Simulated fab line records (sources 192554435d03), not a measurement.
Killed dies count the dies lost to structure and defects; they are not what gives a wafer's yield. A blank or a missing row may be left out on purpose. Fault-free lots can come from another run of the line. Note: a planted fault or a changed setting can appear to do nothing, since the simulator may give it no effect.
Split-lot study + flow n5Finfet + on a route of 1938 steps: 7 lots, 21 wafers read

## ABOUT THE SPLIT
At N5_BEOL_M4_COAT_22 (resist thk 30 nm), the setting spinRpm was moved away from the recipe's 1500 rpm on 8 of the 21 wafers read, by -11.3% to +10.5%. For the rest of the wafers, this setting stayed at what the recipe calls for.

## FROM THE SPLIT TO THE READING: what the file shows between them, 4 steps
- N5_BEOL_M4_EBR_24
- N5_BEOL_M4_SOFTBAKE_23: time 60 s
- N5_BEOL_M4_EXPOSE_25: exposes mask V3, defocus 5 nm
- N5_BEOL_M4_PEB_26: peb time 60 s

## THE READING
CAR-EUV_of_BEOL_M4_COAT_22.thkNm (the simulator's own value, which no gauge read), in nm, at N5_BEOL_M4_DEVELOP_27 (develop time 30 s). There is no usual value for it anywhere in the file. Average 29.7 nm, standard deviation 0.092 nm, over the 13 wafers here run with the recipe.

| wafer  | tool, chamber at the split | spinRpm as run, rpm | against the recipe | CAR-EUV_of_BEOL_M4_COAT_22.thkNm, nm | against lot-mates on the recipe |
|--------|----------------------------|---------------------|--------------------|--------------------------------------|---------------------------------|
| L074.1 | lithoTrack-02, 0           | 1331                | -11.3%             | 31.4                                 | +1.8                            |
| L074.3 | lithoTrack-02, 0           | 1331                | -11.3%             | 31.4                                 | +1.8                            |
| L074.5 | lithoTrack-02, 0           | 1500                | recipe             | 29.6                                 | -                               |
| L078.1 | lithoTrack-02, 0           | 1500                | recipe             | 29.6                                 | -                               |
| L078.5 | lithoTrack-02, 0           | 1500                | recipe             | 29.6                                 | -                               |
| L078.2 | lithoTrack-02, 0           | 1333                | -11.1%             | 31.4                                 | +1.8                            |
| L080.1 | lithoTrack-02, 0           | 1500                | recipe             | 29.8                                 | -                               |
| L080.3 | lithoTrack-02, 0           | 1403                | -6.5%              | 30.6                                 | +0.8                            |
| L080.4 | lithoTrack-02, 0           | 1403                | -6.5%              | 30.8                                 | +1.0                            |
| L086.1 | lithoTrack-02, 0           | 1500                | recipe             | 29.8                                 | -                               |
| L086.3 | lithoTrack-02, 0           | 1500                | recipe             | 29.8                                 | -                               |
| L086.4 | lithoTrack-02, 0           | 1500                | recipe             | 29.8                                 | -                               |
| L087.1 | lithoTrack-02, 0           | 1500                | recipe             | 29.6                                 | -                               |
| L087.2 | lithoTrack-02, 0           | 1500                | recipe             | 29.6                                 | -                               |
| L087.3 | lithoTrack-02, 0           | 1500                | recipe             | 29.6                                 | -                               |
| L088.1 | lithoTrack-01, 0           | 1658                | +10.5%             | 28.2                                 | -1.4                            |
| L088.2 | lithoTrack-01, 0           | 1658                | +10.5%             | 28.2                                 | -1.4                            |
| L088.3 | lithoTrack-01, 0           | 1500                | recipe             | 29.6                                 | -                               |
| L096.2 | lithoTrack-01, 0           | 1500                | recipe             | 29.6                                 | -                               |
| L096.6 | lithoTrack-01, 0           | 1500                | recipe             | 29.6                                 | -                               |
| L096.3 | lithoTrack-01, 0           | 1384                | -7.7%              | 30.8                                 | +1.2                            |

FIT RESULTS
A straight line over all 21 wafers: CAR-EUV_of_BEOL_M4_COAT_22.thkNm changes by -0.149 nm for each +1% of spinRpm; r = -0.99; the points scatter about the line by 0.093 nm.
The same after taking each lot's own level away (the mean of its wafers on the recipe; 21 wafers): -0.148 nm for each +1%; r = -1.00; scatter 0.078 nm.
Per that fit: largest spinRpm move, reading shift of 1.7 nm.
The span of the lots' own levels, 29.60 to 29.80 nm, comes to 2.2 times the standard deviation stated above.
The two slopes agree, so the slope changes little with the lot-to-lot level.
Check: for one of the wafers moved furthest among these (-11.3%), held out of the fit, the line's prediction against its lot-mates is +1.68 nm. It came out at +1.8 nm against them.

## THE WHOLE CHAIN: every reading that the file lists as answering this split, in the file's order
| step                  | what it does      | reading                                                                           | change (the file's fit)               | r (the file's) |
|-----------------------|-------------------|-----------------------------------------------------------------------------------|---------------------------------------|----------------|
| N5_BEOL_M4_COAT_22    | resist thk 30 nm  | CAR-EUV_of_BEOL_M4_COAT_22.thkNm (the simulator's own value, which no gauge read) | -0.157 nm for each +1% of the setting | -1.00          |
| N5_BEOL_M4_DEVELOP_27 | develop time 30 s | CAR-EUV_of_BEOL_M4_COAT_22.thkNm (the simulator's own value, which no gauge read) | -0.151 nm for each +1% of the setting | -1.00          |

## FILE'S OWN FIT
CAR-EUV_of_BEOL_M4_COAT_22.thkNm changes by -0.151 nm for each +1% of spinRpm, r = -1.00.
